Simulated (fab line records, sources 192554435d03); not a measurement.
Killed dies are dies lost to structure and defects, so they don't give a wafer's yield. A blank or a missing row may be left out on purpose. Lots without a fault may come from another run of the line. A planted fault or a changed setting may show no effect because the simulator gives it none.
fab line records | flow n5_finfet
record lots=11 wafers=33 last_day=20
route steps=1938 shown START@1 ZERO_LAYER@16 PMOS_HMC_CHANNEL_EPI@70 PASSIVATION@1936
lots that met no fault: from a run of the same line without faults
start_h: hours from the record's first day to the start of the lot's first wafer shown | wait_h: hours since the lot's step before | " the same as in the row above | L1.1+2: a row that stands for several wafers | - no value, or no start given | * or withheld: withheld | < > ~ a bound
route shown NAME@n: a module of which the file shows steps, and the number in the route of the first | usual: mean/standard deviation of fault-free wafers | same: alike in all rows | chamber/n: place in a boat | sites: the reading at each site | _std_site: their standard deviation | _edge_site: outer sites' mean less inner sites' | radius_mm: how far each site lies from the wafer's centre | mask NAME#n: copy n | behind: the tool/chamber that last shaped the wafer | hold: why the lot was held/for how many hours/how that ended | device: the transistor (n, p or np) that didn't switch | end of line: the same wafers' tests at the end of the route | a step without rows: its recipe alone | killed: dies lost to structure and defects at the first sort, not the wafer's yield | map: a wafer's dies, x killed, . not, _ none there
set.NAME: the setting as run; set.NAME@STEP: as run at that earlier step | model.NAME: the simulator's own value behind a step, which no gauge read
steps of the route over a sample of lots; a table a step, a row a wafer
services: from which hour (start_h, from the record's first day; less than 0 if before it) a tool's chamber was out of use, for how many hours, and why
## steps
# step N5_START_INSPECT_01
# recipe inspect_instrument=unpatterned_scan mode=incoming
# usual raw_defect_count=5.9/2.3
# columns lot.wafer tool chamber start_h wait_h raw_defect_count
L611.3 defect_inspect-02 - 12.03 - 4
L611.4 " - " " 7
L611.5 " - " " 5
L615.1 defect_inspect-02 - 36.03 - 8
L615.3 " - " " 7
L615.4 " - " " 9
L617.1 defect_inspect-02 - 48.03 - 9
L617.2 " - " " 8
L617.5 " - " " 8
L620.1 defect_inspect-02 - 66.03 - 6
L620.5 " - " " 4
L620.6 " - " " 8
L622.3 defect_inspect-01 - 78.03 - 5
L622.4 " - " " 9
L622.6 " - " " 6
L623.2 defect_inspect-01 - 84.03 - 7
L623.3 " - " " 3
L623.6 " - " " 9
L627.2 defect_inspect-02 - 108.03 - 4
L627.4 " - " " 9
L627.5 " - " " 4
L629.2 defect_inspect-02 - 120.03 - 7
L629.3 " - " " 5
L629.4 " - " " 9
L632.1 defect_inspect-02 - 138.03 - 9
L632.4 " - " " 2
L632.6 " - " " 2
L633.1 defect_inspect-01 - 144.03 - 5
L633.3 " - " " 6
L633.6 " - " " 4
L634.1 defect_inspect-01 - 150.03 - 10
L634.2 " - " " 8
L634.6 " - " " 2
# step N5_ZERO_LAYER_ETCH_18
# recipe chemistry=HBr/Cl2 target=Si target_depth_a=1200 time_s=40 pressure_mtorr=10 icp_w=800 bias_w=75 HBr_flow_sccm=150 Cl2_flow_sccm=80
# usual bias_w=74.99/0.21 drypump_motor_current_A=5.6/0.45 oes_product_au=1.001/0.021 throttle_valve_pct=36.45/0.27
# columns lot.wafer tool chamber start_h wait_h bias_w drypump_motor_current_A oes_product_au rf_hours_counter_h throttle_valve_pct
L611.3 rie_si-03 1 13.29 0.0 74.97 5.6 0.989 180 36.69
L611.4 " 3 " " 75.23 5.0 1.016 78 36.54
L611.5 " 3 " " 75.14 4.9 1.023 - 36.54
L615.1 rie_si-02 3 37.30 0.0 74.84 5.6 0.958 2 36.32
L615.3 " 2 " " 74.85 5.0 1.020 71 36.81
L615.4 " 1 " " 74.90 5.8 0.988 182 36.80
L617.1 rie_si-02 2 48.94 0.0 75.02 5.0 1.022 71 36.80
L617.2 " 1 " " 75.02 5.8 0.990 183 36.80
L617.5 " 1 " " 75.22 5.8 0.989 - 36.80
L620.1 rie_si-03 3 66.91 0.0 74.75 4.9 1.023 80 36.53
L620.5 " 2 " " 75.10 5.2 1.019 - 36.22
L620.6 " 1 " " 75.20 5.6 0.982 - 36.69
L622.3 rie_si-01 2 78.91 0.0 75.09 6.4 1.002 70 36.41
L622.4 " 1 " " 74.80 6.7 1.029 82 36.58
L622.6 " 0 " " 74.82 5.5 0.996 - 36.39
L623.2 rie_si-03 1 85.03 0.1 74.74 5.6 0.989 182 36.68
L623.3 " 0 " " 74.75 6.0 0.978 148 35.98
L623.6 " 1 " " 74.88 5.6 0.984 - 36.69
L627.2 rie_si-02 1 108.91 0.0 75.07 5.9 0.991 184 36.82
L627.4 " 0 " " 75.05 5.4 1.019 31 36.59
L627.5 " 3 " " 74.85 5.6 0.973 - 36.31
L629.2 rie_si-02 1 120.82 0.0 53.28 5.9 0.990 184 36.82
L629.3 " 3 " " 53.44 5.6 0.963 4 36.31
L629.4 " 0 " " 53.08 5.4 1.021 31 36.58
L632.1 rie_si-02 0 138.94 0.0 53.42 5.4 1.012 31 36.59
L632.4 " 1 " " 53.18 5.9 0.986 184 36.81
L632.6 " 2 " " 53.39 5.0 1.026 - 36.81
L633.1 rie_si-01 3 146.30 0.0 74.79 5.8 0.985 124 35.97
L633.3 " 2 " " 75.36 6.4 1.006 71 36.41
L633.6 " 3 " " 75.37 5.7 0.989 - 35.95
L634.1 rie_si-03 1 150.92 0.0 75.21 5.6 0.987 183 36.69
L634.2 " 2 " " 74.89 5.2 1.023 106 36.22
L634.6 " 1 " " 74.83 5.6 0.986 - 36.68
# step N5_ZERO_LAYER_STRIP_24
# recipe chemistry=O2 power_w=1000 temp_c=250 overash_fraction=0.3 pressure_mtorr=1000 o2_flow_sccm=6750
# usual drypump_motor_current_A=5.24/0.21 heater_power_w=343/20 oes_product_au=0.647/0.0048 strip_time_to_endpoint_s=43.85/0.1
# columns lot.wafer tool chamber start_h wait_h drypump_motor_current_A heater_power_w oes_product_au rf_hours_counter_h strip_time_to_endpoint_s
L611.3 plasma_asher-01 0 13.42 0.1 5.37 349 0.650 - 43.65
L611.4 " 1 " " 4.90 324 0.647 - 43.69
L611.5 " 0 " " 5.39 342 0.643 - 43.70
L615.1 plasma_asher-01 0 37.41 0.1 5.40 350 0.641 80 43.81
L615.3 " 1 " " 4.91 311 0.644 - 43.81
L615.4 " 0 " " 5.39 347 0.645 - 43.84
L617.1 plasma_asher-02 0 49.04 0.1 5.40 358 0.641 31 43.96
L617.2 " 1 " " 5.32 366 0.654 31 43.95
L617.5 " 0 " " 5.41 356 0.647 - 43.90
L620.1 plasma_asher-02 1 67.02 0.1 5.33 356 0.641 35 43.97
L620.5 " 1 " " 5.33 367 0.642 - 43.95
L620.6 " 0 " " 5.39 346 0.651 - 43.89
L622.3 plasma_asher-01 1 79.04 0.1 4.88 317 0.649 - 43.82
L622.4 " 0 " " 5.37 343 0.645 - 43.86
L622.6 " 0 " " 5.37 348 0.645 - 43.83
L623.2 plasma_asher-02 1 85.14 0.1 5.30 386 0.649 38 43.68
L623.3 " 0 " " 5.38 353 0.648 - 43.69
L623.6 " 0 " " 5.38 350 0.653 - 43.79
L627.2 plasma_asher-02 0 109.02 0.1 5.43 343 0.653 43 43.79
L627.4 " 1 " " 5.30 369 0.646 - 43.83
L627.5 " 1 " " 5.31 364 0.648 - 43.88
L629.2 plasma_asher-01 1 120.93 0.1 4.91 318 0.651 95 44.05
L629.3 " 1 " " 4.91 308 0.642 - 44.05
L629.4 " 0 " " 5.37 344 0.647 - 44.00
L632.1 plasma_asher-02 0 139.05 0.1 5.38 355 0.650 48 44.00
L632.4 " 1 " " 5.32 366 0.651 - 43.96
L632.6 " 0 " " 5.40 349 0.653 - 43.97
L633.1 plasma_asher-02 0 146.41 0.1 5.39 359 0.656 49 43.85
L633.3 " 1 " " 5.33 357 0.640 - 43.94
L633.6 " 1 " " 5.34 368 0.651 - 43.86
L634.1 plasma_asher-01 0 151.03 0.1 5.38 351 0.649 99 43.94
L634.2 " 1 " " 4.89 317 0.650 99 43.92
L634.6 " 1 " " 4.89 309 0.650 - 43.90
# step N5_PMOS_HMC_CHANNEL_EPI_HM_OPEN_15
# recipe chemistry=CHF3/O2 target=SiO2 mask_material=CAR-ArF-block target_depth_a=406 CHF3_flow_sccm=50 O2_flow_sccm=5 Ar_flow_sccm=200 time_s=20.3 pressure_mtorr=30 source_w=650 bias_w=170 ion_energy_ev=200
# usual drypump_motor_current_A=5.9/0.55 oes_product_au=0.78/0.078 rf_vpp_V=524/5.6 showerhead_plenum_p_Torr=2.41/0.077 throttle_valve_pct=19.02/0.24
# columns lot.wafer tool chamber start_h wait_h drypump_motor_current_A oes_product_au rf_hours_counter_h rf_vpp_V showerhead_plenum_p_Torr throttle_valve_pct
L611.3 rie_diel-06 0 17.83 0.0 6.4 0.74 179 528 2.50 19.18
L611.4 " 3 " " 5.2 0.91 9 528 2.46 19.01
L611.5 " 1 " " 5.2 0.71 - 524 2.48 18.96
L615.1 rie_diel-03 2 41.70 0.0 5.0 0.80 105 534 2.53 18.94
L615.3 " 1 " " 6.1 0.76 127 516 2.32 18.48
L615.4 " 0 " " 5.5 0.75 - 523 2.41 19.08
L617.1 rie_diel-01 2 53.50 0.0 6.4 0.72 235 521 2.28 19.39
L617.2 " 1 " " 6.3 0.80 98 528 2.42 18.78
L617.5 " 0 " " 6.6 0.85 - 527 2.35 19.15
L620.1 rie_diel-03 0 71.32 0.0 5.5 0.75 162 523 2.41 19.09
L620.5 " 0 " " 5.5 0.75 - 523 2.41 19.11
L620.6 " 2 " " 5.0 0.80 - 535 2.53 18.97
L622.3 rie_diel-01 3 83.86 0.0 6.0 0.68 230 519 2.37 19.27
L622.4 " 1 " " 6.2 0.80 107 528 2.42 18.79
L622.6 " 2 " " 6.4 0.72 - 521 2.28 19.39
L623.2 rie_diel-06 2 89.62 0.0 6.4 0.80 119 518 2.34 18.96
L623.3 " 3 " " 5.2 0.86 26 527 2.45 19.07
L623.6 " 1 " " 5.2 0.69 - 523 2.47 19.00
L627.2 rie_diel-06 0 113.38 0.0 6.4 0.72 202 528 2.49 19.22
L627.4 " 1 " " 5.2 0.69 219 523 2.47 19.01
L627.5 " 3 " " 5.2 0.85 - 528 2.45 19.06
L629.2 rie_diel-03 3 125.46 0.0 5.3 0.93 19 529 2.45 18.85
L629.3 " 0 " " 5.6 0.73 175 522 2.40 19.10
L629.4 " 1 " " 6.1 0.75 139 518 2.31 18.51
L632.1 rie_diel-01 3 151.78 0.0 6.0 0.66 249 517 2.36 19.32
L632.4 " 2 " " 6.4 0.96 3 530 2.56 19.03
L632.6 " 3 " " 6.0 0.67 - 519 2.36 19.31
L633.1 rie_diel-01 1 152.62 0.0 6.2 0.77 126 526 2.41 18.82
L633.3 " 3 " " 6.0 0.66 250 519 2.36 19.31
L633.6 " 2 " " 6.4 0.96 - 530 2.56 19.04
L634.1 rie_diel-06 2 156.40 0.0 6.4 0.80 134 519 2.33 18.99
L634.2 " 1 " " 5.2 0.68 229 523 2.47 19.03
L634.6 " 2 " " 6.4 0.79 - 519 2.33 18.99
# step N5_PASSIVATION_PROBE_49
# usual killed_at_M0_to_M3=37/12 killed_at_M4_up=15/5.6 killed_at_contacts=13/6.9 killed_at_front_end=40/11 killed_at_other=4/3.2 killed_dies=109/20 killed_on_rim=14/4.3 killed_open=73/15 killed_short=35/8.3
# same gross_dies=1180 killed_at_back_side=0
# columns lot.wafer tool chamber start_h wait_h killed_at_M0_to_M3 killed_at_M4_up killed_at_contacts killed_at_front_end killed_at_other killed_dies killed_on_rim killed_open killed_short
L623.2 prober-02 - 403.14 0.1 16 10 10 42 1 79 12 46 33
L623.3 prober-02 - 403.19 0.1 24 12 9 39 3 87 12 56 31
L623.6 prober-02 - 403.34 0.3 31 20 17 33 6 107 13 79 27
L622.3 prober-02 - 407.03 0.4 27 15 15 38 1 96 8 60 35
L622.6 prober-02 - 407.18 0.5 40 8 12 65 7 132 18 84 48
L629.2 prober-01 - 407.75 0.2 47 20 34 34 3 138 18 87 49
L629.3 prober-01 - 407.80 0.2 47 12 33 22 3 117 13 78 36
L629.4 prober-01 - 407.85 0.3 56 13 24 34 1 128 15 93 34
# killed by level:class
L623.2 STI_FIN_REVEAL:geometric_particle:open=14 MOL_CONTACT_COAG:geometric_particle:open=8 GATE_CUT:geometric_particle:short=6 BEOL_M2:geometric_particle:open=4 FIN_SAQP:geometric_particle:short=3 FIN_SAQP:geometric_particle:open=3 DUMMY_GATE:geometric_particle:open=3 BEOL_M0_SAQP:geometric_particle:short=3
L623.3 STI_FIN_REVEAL:geometric_particle:open=12 MOL_CONTACT_COAG:geometric_particle:open=8 DUMMY_GATE:geometric_particle:open=5 BEOL_M0:geometric_particle:open=5 STI_FIN_REVEAL:geometric_particle:short=4 DUMMY_GATE:geometric_particle:short=4 BEOL_M0_SAQP:geometric_particle:open=4 BEOL_M3:geometric_particle:open=4
L623.6 STI_FIN_REVEAL:geometric_particle:open=17 MOL_CONTACT_COAG:geometric_particle:open=15 BEOL_M2:geometric_particle:open=13 BEOL_M4:geometric_particle:open=11 BEOL_M0_SAQP:geometric_particle:open=6 STI_FIN_REVEAL:geometric_particle:short=5 BEOL_M0_SAQP:geometric_particle:short=5 FIN_SAQP:geometric_particle:open=3
L622.3 BEOL_M3:geometric_particle:open=9 MOL_CONTACT_COAG:geometric_particle:short=8 FIN_SAQP:geometric_particle:open=7 MOL_CONTACT_COAG:geometric_particle:open=7 DUMMY_GATE:geometric_particle:open=6 BEOL_M0_SAQP:geometric_particle:open=6 STARTING-WAFER:geometric_particle:short=6 STI_FIN_REVEAL:geometric_particle:open=5
L622.6 STI_FIN_REVEAL:geometric_particle:open=22 FIN_SAQP:geometric_particle:short=13 BEOL_M0_SAQP:geometric_particle:short=12 FIN_SAQP:geometric_particle:open=10 BEOL_M0_SAQP:geometric_particle:open=9 MOL_CONTACT_COAG:geometric_particle:open=7 BEOL_M2:geometric_particle:open=6 MOL_CONTACT_COAG:geometric_particle:short=5
L629.2 MOL_CONTACT_COAG:geometric_particle:open=26 BEOL_M0_SAQP:geometric_particle:short=16 BEOL_M0_SAQP:geometric_particle:open=14 MOL_CONTACT_COAG:geometric_particle:short=8 GATE_CUT:geometric_particle:short=7 BEOL_M4:geometric_particle:open=7 FIN_SAQP:geometric_particle:open=6 BEOL_M3:geometric_particle:open=5
L629.3 MOL_CONTACT_COAG:geometric_particle:open=26 BEOL_M0_SAQP:geometric_particle:short=13 BEOL_M0_SAQP:geometric_particle:open=11 BEOL_M4:geometric_particle:open=7 MOL_CONTACT_COAG:geometric_particle:short=7 BEOL_M0:geometric_particle:open=7 BEOL_M3:geometric_particle:open=7 STARTING-WAFER:geometric_particle:open=4
L629.4 MOL_CONTACT_COAG:geometric_particle:open=20 BEOL_M3:geometric_particle:open=17 BEOL_M0_SAQP:geometric_particle:open=14 FIN_SAQP:geometric_particle:open=11 BEOL_M0_SAQP:geometric_particle:short=9 STI_FIN_REVEAL:geometric_particle:open=7 BEOL_M0:geometric_particle:open=6 FIN_SAQP:geometric_particle:short=5
## services
# columns tool chamber start_h hours kind
rie_si-01 - 24.00 2.1 repair
rie_diel-01 1 28.63 15.2 repair
rie_si-01 - 37.42 14.6 pm
rie_si-03 0 38.13 3.4 repair
plasma_asher-01 - 45.23 0.5 repair
rie_diel-03 - 56.58 0.7 repair
rie_diel-06 2 62.12 2.9 repair
rie_diel-03 1 63.66 28.1 repair
rie_si-03 - 70.51 2.8 pm
rie_diel-01 0 75.90 1.5 repair
rie_diel-01 2 108.89 - clean
rie_diel-01 2 108.89 - consumable_replace:focus_ring
rie_diel-01 2 108.89 - consumable_replace:showerhead
rie_diel-01 2 108.89 24.0 scheduled_down
rie_diel-01 2 108.89 24.0 vent_cycle
plasma_asher-01 - 117.74 3.1 repair
rie_si-01 1 143.65 4.7 repair
rie_si-02 0 144.13 3.1 repair
rie_si-01 2 148.58 5.1 repair
plasma_asher-02 - 150.58 0.7 repair
rie_diel-01 3 154.08 - clean
rie_diel-01 3 154.08 - consumable_replace:focus_ring
rie_diel-01 3 154.08 18.9 scheduled_down
rie_diel-01 3 154.08 18.9 vent_cycle
## key
first_sign step=N5_ZERO_LAYER_ETCH_18 reading=bias_w direction=down sigmas=99+ usual=* struck=*
effect none on later readings
met_at N5_ZERO_LAYER_ETCH_18
struck_lots L629,L632
tester_left_out L629,L632
not_acting_at N5_START_INSPECT_01,N5_ZERO_LAYER_STRIP_24,N5_PMOS_HMC_CHANNEL_EPI_HM_OPEN_15
onset_between 108.91 120.82
fault kind=process_parameter_drift tool=rie_si-02 chamber=- onset_h=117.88 steps=N5_ZERO_LAYER_ETCH_18 channel=bias_w offset=* shape=step end_h=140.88 acts_in=* stated=*
# tester_left_out: of these lots the tester's yield and bins aren't shown, on N5 and GAA mostly nor the transistor test; their killed dies are dies lost to structure and defects alone, not to doping, threshold or leakage, so they don't give the yield
